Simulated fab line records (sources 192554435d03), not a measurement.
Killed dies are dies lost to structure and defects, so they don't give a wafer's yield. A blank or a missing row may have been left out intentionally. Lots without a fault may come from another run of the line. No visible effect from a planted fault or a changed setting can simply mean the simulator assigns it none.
Struck lot and sound lot, side by side | flow n5 finfet | 25 steps out of a route of 1938
Sound: the wafers L954.1, L954.2, L954.3. Struck: wafers L970.1, L970.3, L970.5. At the end, the cause is stated.
Each step with rows lists, per side, the tool, then ch with its chambers, then its first start. Under that, the readings that differ: sound wafers | struck wafers | difference of the means | sigmas: that difference in standard deviations of wafers without a fault.
alike: a reading whose means differ by less than 2 such deviations, as well as words and numbers matching on both sides. not compared: withheld readings; readings where some wafer has no value; bounds like >300 that might hide an equal value; numbers whose values overlap and for which the record gives no deviation.
A row with sigmas, a row that says differs or no value, or rows on one side alone: a step with any of these is where the two part. When numbers do not overlap yet have no deviation, they are printed without sigmas and do not part them. A reading that every wafer of one side lacks parts them only if that side has two wafers or more.

N5_BEOL_M6_OVL_MEAS_12:
  sound on overlay-02 ch 0, day 10 04:52; struck on overlay-02 ch 0, day 14 02:37
  alike: M6_OVL
N5_BEOL_M6_INSPECT_13: inspects for defects (brightfield).
  sound: defect inspect-02 at day 10 04:53; struck: defect inspect-01 at day 14 02:38
  alike: raw defect count
then, 1 step without rows for these wafers: N5_BEOL_M6_DESCUM_16 (chemistry O2, time 7.9 s).
N5_BEOL_M6_ETCH_61: etches SiARC in CF4, target depth 45.5 nm, time 75.8 s.
  sound on rie diel-06 ch 1,2,3, day 10 05:06; struck on rie diel-05 ch 0,1,2, day 14 02:55
  reading      | sound             | struck            | difference | sigmas
  rf vpp V (V) | 185.6 185.0 182.9 | 180.7 181.8 183.8 | -2.4       | -2
  alike: cf4 flow sccm, drypump motor current A, etch rf on time s, oes product au, showerhead plenum p Torr, throttle valve pct
  not compared: rf hours counter h
then, 2 steps without rows for these wafers: N5_BEOL_M6_ETCH_62 (etches SOC in N2/H2, target depth 110 nm, overetch 22 nm, time 165 s); N5_BEOL_M6_STRIP_68 (strips in N2/H2).
N5_BEOL_M6_STRIP_67: strips in CF4.
  sound on rie diel-06 ch 1,2,3, day 10 05:18; struck on rie diel-05 ch 0,1,2, day 14 03:07
  alike: bias power w, cf4 flow sccm, drypump motor current A, oes product au, rf vpp V, showerhead plenum p Torr, throttle valve pct
  not compared: rf hours counter h
then, 1 step without rows for these wafers: N5_BEOL_M6_HM_OPEN_17 (chemistry Cl2/BCl3, target TiN, target depth 20 nm, overetch 6 nm).
N5_BEOL_M6_STRIP_19: strips in O2.
  sound on rie diel-02 ch 0,1,2, day 10 05:27; struck on rie diel-02 ch 0,3, day 14 03:19
  reading               | sound          | struck         | difference | sigmas
  oes product au (a.u.) | 0.68 0.76 0.68 | 0.93 0.87 0.93 | +0.20      | +2
  alike: drypump motor current A, rf vpp V, showerhead plenum p Torr, throttle valve pct
  not compared: rf hours counter h
N5_BEOL_M6_CD_MEAS_18: pitch 80 nm, target cd 40 nm.
  sound: cd sem-02 at day 10 05:31; struck: cd sem-02 at day 14 03:23
  alike: cd nm
then, 2 steps without rows for these wafers: N5_BEOL_M6_COAT_63 (time 60 s, resist thk 60 nm); N5_BEOL_M6_COAT_64 (time 60 s, resist thk 12 nm).
N5_BEOL_M6_COAT_71: time 60 s, resist thk 5 nm.
  sound on litho track-03 ch 0, day 10 05:34; struck on litho track-03 ch 0, day 14 04:59
  reading              | sound                | struck               | difference | sigmas
  spin speed rpm (rpm) | 1501.6 1500.6 1500.3 | 1417.4 1416.0 1417.1 | -84.0      | -92
then, 6 steps without rows for these wafers: N5_BEOL_M6_COAT_22 (resist thk 30 nm); N5_BEOL_M6_EBR_24; N5_BEOL_M6_SOFTBAKE_23 (time 60 s); N5_BEOL_M6_EXPOSE_25 (exposes mask V5, target cd 40 nm); N5_BEOL_M6_PEB_26 (peb time 60 s); N5_BEOL_M6_DEVELOP_27 (develop time 30 s).
N5_BEOL_M6_CD_MEAS_28: target cd 40 nm.
  sound on cd sem-01 ch 0, day 10 05:50; struck on cd sem-01 ch 0, day 14 05:33
  alike: cd nm
N5_BEOL_M6_OVL_MEAS_29:
  sound on overlay-02 ch 0, day 10 05:52; struck on overlay-02 ch 0, day 14 05:35
  alike: V5_OVL
N5_BEOL_M6_INSPECT_30: inspects for defects (brightfield).
  sound: defect inspect-02 at day 10 05:55; struck: defect inspect-02 at day 14 05:38
  alike: raw defect count
N5_BEOL_M6_DESCUM_33: chemistry O2, time 7 s.
  sound on rie diel-05 ch 0,1,2, day 10 05:57; struck on rie diel-05 ch 1,2, day 14 05:41
  alike: bias power w, drypump motor current A, oes product au, rf vpp V, showerhead plenum p Torr, throttle valve pct
  not compared: rf hours counter h
N5_BEOL_M6_ETCH_72: etches underlayer in N2/H2, target depth 6.5 nm, time 5.2 s.
  sound on rie diel-05 ch 0,1,2, day 10 05:59; struck on rie diel-05 ch 1,2, day 14 05:43
  reading                  | sound            | struck            | difference | sigmas
  model.etch.depth nm (nm) | 5.015 5.02 5.026 | 5.182 5.162 5.174 | +0.152     |
  alike: drypump motor current A, etch rf on time s, oes product au, rf vpp V, showerhead plenum p Torr, throttle valve pct
  not compared: rf hours counter h
N5_BEOL_M6_ETCH_65: etches SiARC in CF4, target depth 15.6 nm, time 26 s.
  sound on rie diel-05 ch 0,1,2, day 10 06:01; struck on rie diel-05 ch 1,2, day 14 05:44
  alike: cf4 flow sccm, drypump motor current A, etch rf on time s, oes product au, rf vpp V, showerhead plenum p Torr, throttle valve pct
  not compared: rf hours counter h

WHERE THEY PART
Last at N5_BEOL_M6_COAT_71 as far as this record goes, first at N5_BEOL_M6_ETCH_61. Later steps at which nothing parts them and some readings are alike: N5_BEOL_M6_CD_MEAS_28, N5_BEOL_M6_OVL_MEAS_29, N5_BEOL_M6_INSPECT_30, N5_BEOL_M6_DESCUM_33, N5_BEOL_M6_ETCH_72, N5_BEOL_M6_ETCH_65.

WHY: what the simulator had put in
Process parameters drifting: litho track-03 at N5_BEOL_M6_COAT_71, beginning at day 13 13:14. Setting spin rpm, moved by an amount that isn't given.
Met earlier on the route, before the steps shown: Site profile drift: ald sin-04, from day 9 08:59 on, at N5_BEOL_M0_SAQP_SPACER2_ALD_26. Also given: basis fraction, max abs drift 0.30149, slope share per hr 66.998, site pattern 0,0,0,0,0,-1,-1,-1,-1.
